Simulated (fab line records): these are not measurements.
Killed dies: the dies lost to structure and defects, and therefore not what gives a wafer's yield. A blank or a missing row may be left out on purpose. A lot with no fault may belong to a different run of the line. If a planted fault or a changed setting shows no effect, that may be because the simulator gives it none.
fab line records ; flow n5_finfet
record lots=10; wafers=27; last_day=17
route steps=1938 shown BEOL_M4@1111 BEOL_M13@1689 PASSIVATION@1936
lots with no fault: from the same line, run without faults
start_h: hours from the record's opening day to when the first of the lot's shown wafers began ; wait_h: hours from the lot's prior step to this one ; " same as the row above ; L1.1+2: one row covering several wafers at once ; - no value present, or no start provided ; * or withheld: withheld ; < > ~ a bound
route shown NAME@n: names a module that has steps shown in the file, with the first one's number in the route ; usual: mean/standard deviation taken from wafers without a fault ; same: alike in all rows ; chamber/n: place in a boat ; sites: per-site readings ; _std_site: their standard deviation ; _edge_site: outer sites' mean less inner sites' ; radius_mm: how far each site lies from the wafer's centre ; mask NAME#n: copy n ; behind: tool/chamber where the wafer was last shaped ; hold: why the lot was held/for how many hours/how that ended ; device: the n, p or np transistor that did not switch ; end of line: the same wafers' tests at the end of the route ; a step with no rows: only its recipe ; killed: dies that structure and defects cost at the first sort, which is not the same as the wafer's yield ; map: a wafer's dies, marking killed ones x, the rest . and places with no die _
set.NAME: setting as actually run; set.NAME@STEP: the setting as run at that earlier step ; model.NAME: the simulator's own value behind a step, which no gauge read
the route's steps for a sample of lots (tables are steps, rows are wafers)
services: when a tool's chamber went out of use (start_h, in hours from the record's first day, below 0 if earlier), for how many hours, and the reason
## steps
# step N5_BEOL_M4_RC_MEAS_101
# usual DIBL_N=36.0/2; DIBL_P=35.9/2.5; IOFF_N=0.16/0.038; IOFF_P=0.21/0.04; ION_N=675/14; ION_P=462/9.4; SS_N=71.5/0.75; SS_P=73.2/0.74; VT_N=250/3.9; VT_P=-251/3.2
lot.wafer;tool;chamber;start_h;wait_h;DIBL_N[mV/V];DIBL_P[mV/V];IOFF_N[nA/um];IOFF_P[nA/um];ION_N[uA/um];ION_P[uA/um];SS_N[mV/dec];SS_P[mV/dec];VT_N[mV];VT_P[mV]
L877.1;prober-01;0;166.62;0.0;37.7;35.8;0.20;0.20;667;455;72.2;72.8;249;-252
L877.4;prober-01;0;166.62;0.0;36.3;33.6;0.16;0.16;675;452;71.1;72.4;250;-255
L880.4;prober-01;0;182.65;0.5;36.7;37.6;0.18;0.24;670;463;72.8;73.0;249;-249
L880.5;prober-01;0;182.65;0.5;37.8;38.4;0.21;0.24;678;455;73.3;74.1;250;-249
L880.6;prober-01;0;182.65;0.5;34.0;33.3;0.13;0.16;667;459;72.2;73.1;257;-254
L881.1;prober-01;0;197.12;0.0;37.3;37.2;0.17;0.19;664;446;72.3;73.7;251;-255
L881.2;prober-01;0;197.12;0.0;32.4;31.9;0.11;0.14;654;445;70.8;72.6;256;-257
L881.6;prober-01;0;197.12;0.0;38.7;39.4;0.20;0.25;670;459;71.8;74.5;246;-251
L884.2;prober-01;0;205.27;0.2;34.7;33.1;0.14;0.18;668;461;71.0;72.9;250;-253
L884.5;prober-01;0;205.27;0.2;35.0;34.7;0.15;0.20;675;464;71.1;73.1;249;-250
L884.6;prober-01;0;205.27;0.2;37.0;35.0;0.18;0.20;661;456;73.0;73.8;249;-250
L887.3;prober-02;0;229.54;0.3;35.7;36.2;0.15;0.21;659;460;71.7;73.8;252;-251
L887.6;prober-02;0;229.54;0.3;36.6;37.1;0.18;0.20;673;457;71.1;72.8;246;-251
L890.3;prober-01;0;243.21;0.3;37.8;37.0;0.22;0.23;678;454;72.3;73.3;245;-250
L890.6;prober-01;0;243.21;0.3;35.9;37.3;0.17;0.24;665;459;71.3;73.5;249;-245
L892.3;prober-01;0;268.25;0.3;38.6;39.3;0.22;0.24;685;466;72.4;73.3;248;-251
L892.4;prober-01;0;268.25;0.3;38.6;39.2;0.21;0.26;683;472;72.2;73.0;248;-248
L892.6;prober-01;0;268.25;0.3;35.6;36.2;0.17;0.20;696;474;71.3;72.3;248;-249
L895.1;prober-02;0;272.75;0.0;33.8;34.0;0.11;0.18;664;460;70.7;72.6;254;-251
L895.4;prober-02;0;272.75;0.0;41.3;42.8;0.28;0.35;705;482;72.3;74.6;240;-243
L895.6;prober-02;0;272.75;0.0;34.4;34.7;0.13;0.19;673;464;70.6;72.5;252;-252
L897.2;prober-01;0;276.71;0.2;36.8;37.8;0.16;0.21;685;465;71.4;73.6;250;-248
L897.3;prober-01;0;276.71;0.2;31.9;32.6;0.09;0.15;660;463;70.5;71.4;258;-256
L897.5;prober-01;0;276.71;0.2;35.9;36.6;0.15;0.20;676;468;71.2;72.9;251;-251
L900.1;prober-01;0;311.30;0.0;39.6;38.5;0.22;0.24;670;453;72.7;74.2;245;-251
L900.4;prober-01;0;311.30;0.0;39.7;39.2;0.22;0.24;684;457;72.5;74.0;247;-250
L900.5;prober-01;0;311.30;0.0;39.1;37.9;0.21;0.22;679;454;73.5;73.3;246;-250
# step N5_BEOL_M13_CD_MEAS_28
# recipe target_cd_nm=209.5; landing_energy_ev=500; detector=se_inlens
# usual cd_nm=209.9/1.3
lot.wafer;tool;chamber;start_h;wait_h;cd_nm
L877.1;cd_sem-03;0;233.02;-;211.0
L877.4;cd_sem-03;0;233.02;-;210.7
L880.4;cd_sem-03;0;245.98;-;210.2
L880.5;cd_sem-03;0;245.98;-;210.5
L880.6;cd_sem-03;0;245.98;-;211.2
L881.1;cd_sem-03;0;259.39;-;209.8
L881.2;cd_sem-03;0;259.39;-;209.3
L881.6;cd_sem-03;0;259.39;-;211.3
L884.2;cd_sem-02;0;266.38;-;209.5
L884.5;cd_sem-02;0;266.38;-;209.0
L884.6;cd_sem-02;0;266.38;-;209.7
L887.3;cd_sem-01;0;298.59;-;211.4
L887.6;cd_sem-01;0;298.59;-;210.6
L890.3;cd_sem-02;0;314.85;-;209.7
L890.6;cd_sem-02;0;314.85;-;209.4
L892.3;cd_sem-02;0;335.34;-;207.1
L892.4;cd_sem-02;0;335.34;-;209.0
L892.6;cd_sem-02;0;335.34;-;209.7
L897.2;cd_sem-02;0;346.31;-;209.8
L897.3;cd_sem-02;0;346.31;-;209.7
L897.5;cd_sem-02;0;346.31;-;209.0
L895.1;cd_sem-02;0;346.89;-;206.3
L895.4;cd_sem-02;0;346.89;-;211.6
L895.6;cd_sem-02;0;346.89;-;211.8
L900.1;cd_sem-03;0;383.44;-;211.4
L900.4;cd_sem-03;0;383.44;-;209.4
L900.5;cd_sem-03;0;383.44;-;212.9
# step N5_BEOL_M13_TRENCH_ETCH_34
# recipe chemistry=C4F8/O2/Ar; target=SiOC; target_depth_a=4134.7; mask_material=SOC; pressure_mtorr=30; source_w=3000; bias_w=700; Ar_flow_sccm=400; C4F8_flow_sccm=15; O2_flow_sccm=8; he_inner_torr=15; he_outer_torr=30; time_s=162.6; ion_energy_ev=250
# usual bias_w=699.9/2; drypump_motor_current_A=5.5/0.33; he_outer_torr=29.99/0.068; oes_product_au=0.81/0.11; rf_vpp_V=666.2/2.3; showerhead_plenum_p_Torr=3.44/0.087; throttle_valve_pct=24.25/0.29
# same time_s=162.6
lot.wafer;tool;chamber;start_h;wait_h;bias_w;drypump_motor_current_A;he_outer_torr;oes_product_au;rf_hours_counter_h;rf_vpp_V;showerhead_plenum_p_Torr;throttle_valve_pct
L877.1;rie_diel-02;2;233.51;0.0;702.9;5.7;30.06;0.96;7;668.7;3.46;23.69
L877.4;rie_diel-02;1;233.51;0.0;697.8;5.9;29.94;0.70;227;663.8;3.42;24.24
L880.4;rie_diel-01;1;246.54;0.1;700.0;5.5;29.91;0.73;-;668.9;3.51;24.18
L880.5;rie_diel-01;3;246.54;0.1;699.1;5.2;29.99;0.67;-;665.0;3.32;24.14
L880.6;rie_diel-01;2;246.54;0.1;698.1;5.8;29.98;0.71;-;664.3;3.41;24.81
L881.1;rie_diel-01;3;259.88;0.0;700.8;5.2;30.04;0.67;252;665.1;3.31;24.16
L881.2;rie_diel-01;2;259.88;0.0;697.6;5.8;29.99;0.70;236;663.5;3.41;24.83
L881.6;rie_diel-01;1;259.88;0.0;703.2;5.5;29.91;0.72;-;667.9;3.51;24.20
L884.2;rie_diel-06;3;266.87;0.0;699.3;4.9;29.85;0.68;247;661.3;3.28;25.00
L884.5;rie_diel-06;2;266.87;0.0;702.7;5.1;30.12;0.84;-;666.3;3.43;24.06
L884.6;rie_diel-06;0;266.87;0.0;700.1;5.3;30.06;0.72;-;668.7;3.55;24.19
L887.3;rie_diel-06;0;299.08;0.0;700.3;5.3;30.10;0.71;196;668.3;3.54;24.20
L887.6;rie_diel-06;0;299.08;0.0;701.3;5.3;30.02;0.71;-;668.2;3.54;24.21
L890.3;rie_diel-01;3;315.82;0.0;696.3;5.2;30.05;0.93;8;663.8;3.31;23.93
L890.6;rie_diel-01;0;315.82;0.0;699.0;5.3;29.99;0.84;-;666.1;3.45;24.48
L892.3;rie_diel-06;2;335.95;0.0;702.9;5.0;29.89;0.81;112;665.9;3.42;24.10
L892.4;rie_diel-06;3;335.95;0.0;699.6;4.9;30.02;0.96;13;669.6;3.68;24.70
L892.6;rie_diel-06;3;335.95;0.0;701.4;4.9;30.08;0.96;-;672.4;3.68;24.72
L897.2;rie_diel-02;2;346.80;0.0;700.9;5.7;29.89;0.89;46;666.6;3.44;23.75
L897.3;rie_diel-02;3;346.80;0.0;696.5;5.7;29.99;0.93;16;662.7;3.34;24.16
L897.5;rie_diel-02;0;346.80;0.0;701.1;5.9;30.06;0.81;-;664.9;3.43;24.14
L895.1;rie_diel-06;0;347.43;0.0;698.4;5.3;29.97;0.69;212;668.2;3.53;24.22
L895.4;rie_diel-06;2;347.43;0.0;702.6;5.0;29.97;0.80;-;667.0;3.42;24.09
L895.6;rie_diel-06;3;347.43;0.0;700.6;4.9;29.98;0.94;-;670.2;3.67;24.72
L900.1;rie_diel-02;2;383.93;0.0;700.2;5.6;30.09;0.86;59;667.5;3.43;23.77
L900.4;rie_diel-02;3;383.93;0.0;702.2;5.7;30.14;0.90;29;664.3;3.33;24.14
L900.5;rie_diel-02;2;383.93;0.0;700.5;5.6;30.11;0.86;-;666.5;3.43;23.76
# step N5_BEOL_M13_SPUTTER_44
# recipe material=Ta; target_thk_a=100; temp_c=50; bias_v=80; power_w=15000; chamber_pressure_pa=0.07; time_s=16.13
# usual throttle_valve_pct=29.9/0.9
# same time_s=16.13
lot.wafer;tool;chamber;start_h;wait_h;throttle_valve_pct
L877.1;pvd_sputter-03;-;234.51;0.0;30.2
L877.4;pvd_sputter-03;-;234.51;0.0;30.2
L880.4;pvd_sputter-01;-;248.82;0.0;29.6
L880.5;pvd_sputter-01;-;248.82;0.0;29.7
L880.6;pvd_sputter-01;-;248.82;0.0;28.1
L881.1;pvd_sputter-02;-;261.73;0.0;29.3
L881.2;pvd_sputter-02;-;261.73;0.0;30.2
L881.6;pvd_sputter-02;-;261.73;0.0;29.3
L884.2;pvd_sputter-01;-;268.95;0.0;29.2
L884.5;pvd_sputter-01;-;268.95;0.0;30.1
L884.6;pvd_sputter-01;-;268.95;0.0;29.1
L887.3;pvd_sputter-03;-;299.89;0.0;30.1
L887.6;pvd_sputter-03;-;299.89;0.0;31.6
L890.3;pvd_sputter-02;-;317.64;0.0;31.0
L890.6;pvd_sputter-02;-;317.64;0.0;29.5
L892.3;pvd_sputter-01;-;337.25;0.0;30.3
L892.4;pvd_sputter-01;-;337.25;0.0;29.9
L892.6;pvd_sputter-01;-;337.25;0.0;28.1
L897.2;pvd_sputter-01;-;348.55;0.0;28.3
L897.3;pvd_sputter-01;-;348.55;0.0;29.1
L897.5;pvd_sputter-01;-;348.55;0.0;28.3
L895.1;pvd_sputter-02;-;349.07;0.0;29.4
L895.4;pvd_sputter-02;-;349.07;0.0;29.4
L895.6;pvd_sputter-02;-;349.07;0.0;30.0
L900.1;pvd_sputter-03;-;385.19;0.0;29.2
L900.4;pvd_sputter-03;-;385.19;0.0;29.9
L900.5;pvd_sputter-03;-;385.19;0.0;30.2
# step N5_BEOL_M13_CMP_49
# recipe stop_on=SiOC; t_overpolish_s=17.1; down_force_psi=1; platen_rpm=50; clearing_platen_down_force_psi=1.5; clearing_platen_rpm=50; post_cmp_clean=cu_alkaline; target_thk_nm=420; clearing_platen_pad_velocity_m_s=0.99484; pad_velocity_m_s=0.99484
# usual barrier_field_endpoint_s=30.8/1.1; motor_current_A=6.2/0.83; overpolish_run_s=17.099/0.0079; retaining_ring_pressure_frac=1.000/0.0057
lot.wafer;tool;chamber;start_h;wait_h;barrier_field_endpoint_s;motor_current_A;overpolish_run_s;retaining_ring_pressure_frac
L877.1;cmp-01;0;235.33;0.3;30.1;6.5;17.101;0.998
L877.4;cmp-01;3;235.33;0.3;30.7;6.7;17.104;0.998
L880.4;cmp-02;1;249.59;0.2;31.0;5.1;17.090;1.002
L880.6;cmp-02;2;249.59;0.2;32.7;5.7;17.084;0.995
L880.5;cmp-02;3;249.59;0.2;30.2;6.3;17.086;1.002
L881.2;cmp-03;2;263.08;0.4;30.5;5.9;17.105;0.985
L881.1;cmp-03;3;263.08;0.4;30.3;5.7;17.098;1.004
L881.6;cmp-03;2;263.08;0.4;30.2;5.5;17.111;0.986
L884.2;cmp-01;3;270.26;0.5;30.6;6.7;17.102;1.003
L884.5;cmp-01;1;270.26;0.5;30.2;7.6;17.101;1.008
L884.6;cmp-01;2;270.26;0.5;30.0;5.3;17.107;1.007
L887.3;cmp-01;1;300.68;0.2;31.7;7.8;17.092;1.008
L887.6;cmp-01;0;300.68;0.2;31.1;6.6;17.097;1.001
L890.3;cmp-03;2;318.34;0.2;31.7;6.1;17.114;1.002
L890.6;cmp-03;2;318.34;0.2;31.8;6.1;17.114;1.003
L892.4;cmp-03;3;338.41;0.2;29.7;5.9;17.096;0.997
L892.3;cmp-03;0;338.41;0.2;31.0;7.9;17.086;0.996
L892.6;cmp-03;0;338.41;0.2;29.8;7.8;17.092;0.999
L897.3;cmp-03;2;349.28;0.2;61.1;5.7;0.649;0.998
L897.2;cmp-03;3;349.28;0.2;29.2;5.6;17.090;0.993
L897.5;cmp-03;0;349.28;0.2;31.0;7.7;17.100;0.993
L895.1;cmp-03;2;349.76;0.3;31.4;6.0;17.091;1.001
L895.4;cmp-03;0;349.76;0.3;61.7;7.7;0.055;0.996
L895.6;cmp-03;1;349.76;0.3;33.0;5.5;17.095;1.001
L900.1;cmp-03;1;385.91;0.3;31.9;5.5;17.097;0.999
L900.4;cmp-03;2;385.91;0.3;61.7;6.4;0.076;1.005
L900.5;cmp-03;1;385.91;0.3;31.6;5.6;17.091;0.993
# step N5_BEOL_M13_THK_MEAS_50
# recipe thk_meas_gauge=xrf; reads=Cu_of_BEOL_M13_ECD_47
# usual M13_THK=434/10
lot.wafer;tool;chamber;start_h;wait_h;M13_THK[nm]
L877.1;film_metro-01;-;235.62;-;444
L877.4;film_metro-01;-;235.62;-;437
L880.4;film_metro-02;-;249.77;-;427
L880.5;film_metro-02;-;249.77;-;417
L880.6;film_metro-02;-;249.77;-;430
L881.1;film_metro-01;-;263.34;-;414
L881.2;film_metro-01;-;263.34;-;426
L881.6;film_metro-01;-;263.34;-;416
L884.2;film_metro-02;-;270.48;-;435
L884.5;film_metro-02;-;270.48;-;442
L884.6;film_metro-02;-;270.48;-;437
L887.3;film_metro-02;-;300.94;-;439
L887.6;film_metro-02;-;300.94;-;434
L890.3;film_metro-01;-;318.60;-;429
L890.6;film_metro-01;-;318.60;-;445
L892.3;film_metro-01;-;338.71;-;430
L892.4;film_metro-01;-;338.71;-;438
L892.6;film_metro-01;-;338.71;-;440
L897.2;film_metro-01;-;349.50;-;444
L897.3;film_metro-01;-;349.50;-;848
L897.5;film_metro-01;-;349.50;-;436
L895.1;film_metro-02;-;350.02;-;432
L895.4;film_metro-02;-;350.02;-;812
L895.6;film_metro-02;-;350.02;-;445
L900.1;film_metro-01;-;386.20;-;444
L900.4;film_metro-01;-;386.20;-;833
L900.5;film_metro-01;-;386.20;-;446
# step N5_BEOL_M13_INSPECT_55
# recipe inspect_instrument=darkfield; mode=post_dep
# usual raw_defect_count=76/22
lot.wafer;tool;chamber;start_h;wait_h;raw_defect_count
L877.1;defect_inspect-01;-;235.78;0.0;63
L877.4;defect_inspect-01;-;235.78;0.0;63
L880.4;defect_inspect-02;-;249.92;0.0;60
L880.5;defect_inspect-02;-;249.92;0.0;76
L880.6;defect_inspect-02;-;249.92;0.0;60
L881.1;defect_inspect-02;-;263.52;0.0;79
L881.2;defect_inspect-02;-;263.52;0.0;72
L881.6;defect_inspect-02;-;263.52;0.0;59
L884.2;defect_inspect-02;-;270.63;0.0;139
L884.5;defect_inspect-02;-;270.63;0.0;112
L884.6;defect_inspect-02;-;270.63;0.0;110
L887.3;defect_inspect-01;-;301.09;0.0;75
L887.6;defect_inspect-01;-;301.09;0.0;106
L890.3;defect_inspect-01;-;318.75;0.0;80
L890.6;defect_inspect-01;-;318.75;0.0;56
L892.3;defect_inspect-02;-;338.86;0.0;68
L892.4;defect_inspect-02;-;338.86;0.0;67
L892.6;defect_inspect-02;-;338.86;0.0;45
L897.2;defect_inspect-01;-;349.66;0.0;114
L897.3;defect_inspect-01;-;349.66;0.0;3136
L897.5;defect_inspect-01;-;349.66;0.0;100
L895.1;defect_inspect-02;-;350.17;0.0;69
L895.4;defect_inspect-02;-;350.17;0.0;3135
L895.6;defect_inspect-02;-;350.17;0.0;78
L900.1;defect_inspect-02;-;386.35;0.0;107
L900.4;defect_inspect-02;-;386.35;0.0;3155
L900.5;defect_inspect-02;-;386.35;0.0;103
# step N5_PASSIVATION_PROBE_49
# usual defect_limited_yield=91.3/1.5; killed_at_M0_to_M3=33/12; killed_at_M4_up=15/5.2; killed_at_contacts=12/5.1; killed_at_front_end=39/11; killed_at_other=5/3.6; killed_dies=103/18; killed_on_rim=14/4.3; killed_open=67/13; killed_short=33/7.8; sort_bin_5_function=5.1/0.96; sort_bin_6_memory=3.2/0.71; sort_bin_8_speed=0.01/0.063; sort_n_pass=1077/18; sort_yield_pct=91.3/1.5
# same gross_dies=1180; killed_at_back_side=0; sort_bin_4_leakage[%]=0
lot.wafer;tool;chamber;start_h;wait_h;defect_limited_yield[%];killed_at_M0_to_M3;killed_at_M4_up;killed_at_contacts;killed_at_front_end;killed_at_other;killed_dies;killed_on_rim;killed_open;killed_short;sort_bin_5_function[%];sort_bin_6_memory[%];sort_bin_8_speed[%];sort_n_pass;sort_yield_pct[%]
L880.4;prober-02;-;278.62;0.2;90.9;43;14;13;31;6;107;16;81;24;4.7;4.2;0;1073;90.9
L880.5;prober-02;-;278.67;0.2;90.3;43;13;14;39;5;114;17;72;32;4.5;4.2;0;1066;90.3
L880.6;prober-02;-;278.72;0.3;89.8;47;24;7;35;7;120;13;81;38;6.5;3.5;0;1060;89.8
L884.2;prober-02;-;300.56;0.1;89.4;33;10;8;67;7;125;18;66;48;6.4;3.4;0;1055;89.4
L884.5;prober-02;-;300.71;0.2;90.3;44;10;6;46;8;114;12;63;44;4.9;4.1;0;1066;90.3
L884.6;prober-02;-;300.76;0.3;90.5;27;14;8;56;7;112;13;69;42;6.4;2.9;0.08;1068;90.5
L887.3;prober-02;-;328.00;0.1;92.8;36;23;3;16;7;85;10;45;35;4.9;2.0;0;1095;92.8
L887.6;prober-02;-;328.15;0.3;91.3;35;16;6;43;3;103;13;63;40;5.5;3.2;0;1077;91.3
L897.2;prober-02;-;379.38;0.1;89.8;41;21;15;41;2;120;26;70;35;5.3;3.7;0;1060;89.8
L897.3;prober-02;-;379.43;0.1;0;23;1115;14;27;1;1180;152;59;24;4.0;3.0;0;0;0
L897.5;prober-02;-;379.53;0.2;90.8;21;21;15;48;3;108;7;70;29;5.2;3.1;0;1072;90.8
L895.1;prober-01;-;383.32;0.1;92.3;33;13;8;35;2;91;15;57;28;4.3;2.6;0;1089;92.3
L895.4;prober-01;-;383.47;0.2;0;43;1081;7;47;2;1180;152;68;46;5.2;3.9;0;0;0
L895.6;prober-01;-;383.57;0.3;92.1;35;20;5;32;1;93;12;65;27;4.9;2.8;0;1087;92.1
L900.1;prober-02;-;415.93;0.0;89.7;31;9;30;45;7;122;26;76;29;5.2;3.4;0;1058;89.7
L900.4;prober-02;-;416.08;0.2;0;27;1082;24;43;4;1180;152;66;41;4.9;4.0;0;0;0
L900.5;prober-02;-;416.13;0.2;88.8;53;14;18;46;1;132;14;97;34;6.9;3.8;0;1048;88.8
# killed by level:class
L880.4 BEOL_M0_SAQP:geometric_particle:open=13 FIN_SAQP:geometric_particle:open=10 MOL_CONTACT_COAG:geometric_particle:open=9 BEOL_M4:geometric_particle:open=9 BEOL_M2:geometric_particle:open=7 BEOL_M3:geometric_particle:open=7 DUMMY_GATE:geometric_particle:open=6 BEOL_M0_SAQP:geometric_particle:short=6
L880.5 BEOL_M0_SAQP:geometric_particle:short=13 BEOL_M0_SAQP:geometric_particle:open=13 MOL_CONTACT_COAG:geometric_particle:open=10 HKMG_FIN:area_etch=8 DUMMY_GATE:geometric_particle:open=7 BEOL_M3:geometric_particle:open=7 STI_FIN_REVEAL:geometric_particle:open=6 BEOL_M0:geometric_particle:open=5
L880.6 BEOL_M0_SAQP:geometric_particle:open=14 BEOL_M4:geometric_particle:open=12 BEOL_M3:geometric_particle:open=9 BEOL_M4:geometric_particle:short=7 DUMMY_GATE:geometric_particle:open=6 MOL_CONTACT_COAG:geometric_particle:open=6 FIN_SAQP:geometric_particle:open=5 FIN_SAQP:geometric_particle:short=5
L884.2 FIN_SAQP:geometric_particle:short=16 FIN_SAQP:geometric_particle:open=11 STI_FIN_REVEAL:geometric_particle:open=11 ILD0:geometric_particle:short=7 BEOL_M3:geometric_particle:open=7 BEOL_M0_SAQP:geometric_particle:short=6 BEOL_M0_SAQP:geometric_particle:open=6 HKMG_FIN:area_etch=6
L884.5 BEOL_M0_SAQP:geometric_particle:short=15 BEOL_M0_SAQP:geometric_particle:open=10 STI_FIN_REVEAL:geometric_particle:open=9 FIN_SAQP:geometric_particle:open=8 HKMG_FIN:area_etch=7 BEOL_M1:geometric_particle:open=6 MIM_TOP_ETCH:geometric_particle:short=5 BEOL_M3:geometric_particle:open=5
L884.6 STI_FIN_REVEAL:geometric_particle:open=11 FIN_SAQP:geometric_particle:short=9 ILD0:geometric_particle:open=8 MOL_CONTACT_COAG:geometric_particle:open=8 BEOL_M0_SAQP:geometric_particle:short=8 BEOL_M0_SAQP:geometric_particle:open=8 GATE_CUT:geometric_particle:short=7 BEOL_M4:geometric_particle:open=7
L887.3 BEOL_M0_SAQP:geometric_particle:short=14 BEOL_M0_SAQP:geometric_particle:open=8 BEOL_M2:geometric_particle:open=7 BEOL_M4:geometric_particle:open=6 BEOL_M5:geometric_particle:short=4 PAD_METAL:geometric_particle:open=4 STARTING-WAFER:geometric_particle:short=4 MOL_CONTACT_COAG:geometric_particle:open=3
L887.6 BEOL_M0_SAQP:geometric_particle:short=11 DUMMY_GATE:geometric_particle:open=10 BEOL_M4:geometric_particle:open=9 STI_FIN_REVEAL:geometric_particle:open=7 MOL_CONTACT_COAG:geometric_particle:open=6 BEOL_M1:geometric_particle:open=6 BEOL_M2:geometric_particle:open=6 FIN_SAQP:geometric_particle:open=5
L897.2 GATE_CUT:geometric_particle:short=9 MOL_CONTACT_COAG:geometric_particle:open=9 BEOL_M1:geometric_particle:open=9 HKMG_FIN:area_etch=8 BEOL_M0_SAQP:geometric_particle:open=7 BEOL_M3:geometric_particle:open=7 BEOL_M0_SAQP:geometric_particle:short=6 BEOL_M2:geometric_particle:open=6
L897.3 BEOL_M13:area_cmp=1097 MOL_CONTACT_COAG:geometric_particle:open=13 BEOL_M4:geometric_particle:open=8 GATE_CUT:geometric_particle:short=7 BEOL_M0_SAQP:geometric_particle:open=7 GATE_CUT:geometric_particle:open=5 BEOL_M1:geometric_particle:open=4 BEOL_M3:geometric_particle:open=4
L897.5 MOL_CONTACT_COAG:geometric_particle:open=12 FIN_SAQP:geometric_particle:open=9 GATE_CUT:geometric_particle:short=9 HKMG_FIN:area_etch=8 BEOL_M4:geometric_particle:open=7 DUMMY_GATE:geometric_particle:open=5 BEOL_M1:geometric_particle:open=5 BEOL_M0_SAQP:geometric_particle:open=4
L895.1 STI_FIN_REVEAL:geometric_particle:open=10 BEOL_M0_SAQP:geometric_particle:short=8 MOL_CONTACT_COAG:geometric_particle:open=6 BEOL_M0_SAQP:geometric_particle:open=5 BEOL_M3:geometric_particle:open=5 BEOL_M2:geometric_particle:open=5 FIN_SAQP:geometric_particle:short=4 BEOL_M0:geometric_particle:open=4
L895.4 BEOL_M13:area_cmp=1066 FIN_SAQP:geometric_particle:open=15 FIN_SAQP:geometric_particle:short=12 BEOL_M0_SAQP:geometric_particle:open=10 BEOL_M0_SAQP:geometric_particle:short=9 BEOL_M5:geometric_particle:open=8 BEOL_M3:geometric_particle:open=8 STI_FIN_REVEAL:geometric_particle:open=6
L895.6 BEOL_M0_SAQP:geometric_particle:open=10 BEOL_M3:geometric_particle:open=10 FIN_SAQP:geometric_particle:open=9 FIN_SAQP:geometric_particle:short=9 BEOL_M4:geometric_particle:open=7 BEOL_M0_SAQP:geometric_particle:short=5 BEOL_M5:geometric_particle:open=5 STI_FIN_REVEAL:geometric_particle:open=4
L900.1 MOL_CONTACT_COAG:geometric_particle:open=26 HKMG_FIN:area_etch=16 BEOL_M3:geometric_particle:open=10 BEOL_M0_SAQP:geometric_particle:short=7 BEOL_M0_SAQP:geometric_particle:open=7 STI_FIN_REVEAL:geometric_particle:open=5 FIN_SAQP:geometric_particle:open=4 ILD0:geometric_particle:open=4
L900.4 BEOL_M13:area_cmp=1069 MOL_CONTACT_COAG:geometric_particle:open=17 FIN_SAQP:geometric_particle:short=8 MOL_CONTACT_COAG:geometric_particle:short=7 BEOL_M0_SAQP:geometric_particle:open=7 STI_FIN_REVEAL:geometric_particle:open=6 GATE_CUT:geometric_particle:short=6 BEOL_M3:geometric_particle:open=6
L900.5 BEOL_M0_SAQP:geometric_particle:open=21 FIN_SAQP:geometric_particle:open=18 MOL_CONTACT_COAG:geometric_particle:open=16 BEOL_M3:geometric_particle:open=12 BEOL_M0_SAQP:geometric_particle:short=8 FIN_SAQP:geometric_particle:short=6 STI_FIN_REVEAL:geometric_particle:open=6 DUMMY_GATE:geometric_particle:open=4
## services
tool;chamber;start_h;hours;kind
rie_diel-01;2;220.13;3.2;repair
cmp-03;-;220.39;0.8;repair
cmp-01;-;248.37;4.8;pm
cmp-02;-;255.23;2.4;repair
cmp-02;-;259.41;8.9;repair
rie_diel-02;3;266.56;10.3;repair
rie_diel-06;3;276.06;-;clean
rie_diel-06;3;276.06;-;consumable_replace:focus_ring
cmp-01;-;277.89;4.0;pm
cmp-02;-;280.10;1.0;repair
cmp-02;-;284.72;8.9;pm
cmp-02;-;295.37;4.2;pm
cmp-03;-;297.69;2.2;repair
pvd_sputter-01;-;301.73;2.1;repair
pvd_sputter-01;-;310.66;1.0;repair
rie_diel-02;3;320.24;22.2;repair
pvd_sputter-01;-;328.15;1.8;repair
cmp-02;-;345.09;6.3;repair
rie_diel-01;0;350.91;2.9;repair
rie_diel-06;2;352.76;1.7;repair
cmp-01;-;355.90;3.3;repair
rie_diel-02;1;356.52;10.3;repair
cmp-02;-;360.97;1.1;repair
cmp-01;-;372.75;1.6;repair
## key
first_sign step=N5_BEOL_M13_CMP_49; reading=overpolish_run_s; direction=down; sigmas=99+; usual=17.099; struck=0.260
effect step=N5_BEOL_M13_CMP_49; reading=barrier_field_endpoint_s; direction=up; sigmas=27; usual=30.8; struck=61.5
effect step=N5_BEOL_M13_THK_MEAS_50; reading=M13_THK; direction=up; sigmas=38; usual=434; struck=831
effect step=N5_BEOL_M13_INSPECT_55; reading=raw_defect_count; direction=up; sigmas=99+; usual=76; struck=3142
effect step=N5_PASSIVATION_PROBE_49; reading=killed_at_M4_up; direction=up; sigmas=99+; usual=15; struck=1093
more_kills_born_at N5_BEOL_M13_CMP_49@cmp-03=3232
met_at N5_BEOL_M13_CMP_49
struck_lots L895,L897,L900
struck_wafers L895.4,L897.3,L900.4
later_rows_left_out L895.4,L897.3,L900.4
baseline_loss step=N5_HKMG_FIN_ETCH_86; wafers=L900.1
not_acting_at N5_BEOL_M13_CD_MEAS_28,N5_BEOL_M13_TRENCH_ETCH_34,N5_BEOL_M13_SPUTTER_44
onset_between 338.41 349.28
fault kind=process_parameter_drift; tool=cmp-03; chamber=-; onset_h=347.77; steps=N5_BEOL_M13_CMP_49; channel=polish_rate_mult; offset=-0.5; shape=step; end_h=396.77; scope=struck_wafers_only
# later_rows_left_out: the simulator's readings of these wafers behind a module that went badly wrong aren't trusted and aren't shown, but for the sort
# baseline_loss: these wafers lose ten dies or more at that step, a loss of the line's own and not of a fault; the sort's usual values leave them out
